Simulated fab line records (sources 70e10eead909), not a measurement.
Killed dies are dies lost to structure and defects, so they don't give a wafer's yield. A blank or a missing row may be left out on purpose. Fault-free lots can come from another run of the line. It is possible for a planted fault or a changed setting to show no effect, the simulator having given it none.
Struck lot and sound lot, side by side ; flow nand harc ; 28 out of 1302 route steps
Sound: wafers L112.2, L112.4, L112.6. Struck: wafer L118.6. The cause comes at the end.
Order at every step that has rows: each side's tool, ch and its chambers, its first start. Under that, the readings that differ: sound wafers ; struck wafers ; difference of the means ; sigmas: that difference in standard deviations of wafers without a fault.
alike: readings with means less than 2 such deviations apart, plus words and numbers identical on both sides. not compared: withheld readings, readings lacking a value on some wafer, bounds such as >300 that could conceal the same value, and numbers that have no deviation in the record and whose values overlap.
Wherever a step has rows on one side only, a row that says differs or no value, or a row with sigmas, the two part there. Numbers that have no deviation but don't overlap get no sigmas and don't part them. A reading that every wafer of one side lacks parts them only if that side has two wafers or more.

first, 8 steps without rows for these wafers: NHARC_P_CONTACT_COAT_33 (time 75 s); NHARC_P_CONTACT_COAT_34 (time 65 s); NHARC_P_CONTACT_COAT_06 (resist thk 90 nm); NHARC_P_CONTACT_SOFTBAKE_07 (time 55 s); NHARC_P_CONTACT_EBR_08; NHARC_P_CONTACT_EXPOSE_09 (exposes mask P CA, target cd 90 nm); NHARC_P_CONTACT_PEB_10 (peb time 65 s); NHARC_P_CONTACT_DEVELOP_11 (develop time 35 s).
NHARC_P_CONTACT_CD_MEAS_12: the cd target is 90 nm.
  sound on cd sem-02 ch 0, day 7 06:41; struck on cd sem-03 ch 0, day 10 03:55
  alike: cd nm
NHARC_P_CONTACT_OVL_MEAS_13:
  sound: overlay-01 at day 7 06:47; struck: overlay-01 at day 10 03:59
  alike: overlay x nm, overlay y nm
NHARC_P_CONTACT_INSPECT_14:
  sound: defect inspect-01 at day 7 06:49; struck: defect inspect-02 at day 10 04:02
  alike: raw defect count
NHARC_P_CONTACT_DESCUM_17: chemistry O2, time 3 s.
  sound on rie diel-06 ch 0,2, day 7 06:53; struck on rie diel-06 ch 1, day 10 04:08
  alike: chamber pressure mTorr, drypump motor current A, oes product au, rf vpp V, showerhead plenum p Torr, throttle valve pct
  not compared: rf hours counter h
NHARC_P_CONTACT_ETCH_35: etches the open film in CF4, target depth 39 nm, time 65 s.
  sound on rie diel-06 ch 1,3, day 7 06:58; struck on rie diel-06 ch 1, day 10 04:12
  alike: chamber pressure mTorr, drypump motor current A, oes product au, rf vpp V, showerhead plenum p Torr, throttle valve pct
  not compared: rf hours counter h
then, 1 step without rows for these wafers: NHARC_P_CONTACT_ETCH_36 (etches the open film in N2/H2, target depth 260 nm, time 406.25 s).
NHARC_P_CONTACT_ETCH_18: etches the open film in C4F8/O2/Ar, target depth 481 nm, time 240.5 s.
  sound: rie diel-06 ch 0,1; struck: rie diel-06 ch 0
reading;sound;struck;difference;sigmas
oes product au (a.u.);0.971 0.975 0.970;0.937;-0.035;-2
  alike: chamber pressure mTorr, rf vpp V
  not compared: rf hours counter h
then, 1 step without rows for these wafers: NHARC_P_CONTACT_STRIP_37 (strips in C4F8/O2/Ar).
NHARC_P_CONTACT_ETCH_31: etches the open film in CH3F/O2, target depth 30 nm, time 85.7 s.
  sound: rie diel-06 ch 0,1,3; struck: rie diel-06 ch 2
  alike: chamber pressure mTorr, drypump motor current A, oes product au, rf vpp V, showerhead plenum p Torr, throttle valve pct
  not compared: rf hours counter h
NHARC_P_CONTACT_CD_MEAS_19:
  sound: cd sem-03 at day 7 07:45; struck: cd sem-03 at day 10 04:58
  alike: cd nm
then, 2 steps without rows for these wafers: NHARC_P_CONTACT_STRIP_28 (strips in O2); NHARC_P_CONTACT_STRIP_29 (strips in post etch residue remover, time 1200 s).
NHARC_P_CONTACT_DEGAS_38: time 60 s.
  sound: pvd sputter-01 at day 7 08:29; struck: pvd sputter-03 at day 10 05:42
  alike: heater power w
then, 4 steps without rows for these wafers: NHARC_P_CONTACT_PRE_CLEAN_39 (time 19.5 s); NHARC_P_CONTACT_PVD_32 (deposits Ti, target thk 5 nm, time 17.7 s); NHARC_P_CONTACT_ALD_22 (deposits TiN, target thk 3 nm, pulse time 1 s, ald cycles 150); NHARC_P_CONTACT_CVD_23 (deposits W, target thk 200 nm, time 557 s).
NHARC_P_CONTACT_CMP_24: polishes, t overpolish 30 s, target thk 200 nm.
  sound on cmp-02 ch 2,3, day 7 09:33; struck on cmp-03 ch 3, day 10 06:53
  alike: motor current A, overpolish run s, time to endpoint s
then, 1 step without rows for these wafers: NHARC_P_CONTACT_SRD_26.
-- the record jumps here: 20 days lie between the struck wafers' starts before and after (it left off in module P_CONTACT and takes up again in module END, whose first step shown is number 1302 of the route) --
NHARC_END_SORT_01:
  sound on prober-02 ch 0, day 25 23:35; struck on prober-01 ch 0, day 30 04:44
reading;sound;struck;difference;sigmas
killed at periphery;3 4 6;101;+97;+39
killed dies;58 62 63;132;+71;+4
  alike: killed at array, killed at other, killed open, killed short

## WHERE THEY PART
Earliest at NHARC_P_CONTACT_ETCH_18; latest, in this record, at NHARC_END_SORT_01.

WHY: what the simulator had put in
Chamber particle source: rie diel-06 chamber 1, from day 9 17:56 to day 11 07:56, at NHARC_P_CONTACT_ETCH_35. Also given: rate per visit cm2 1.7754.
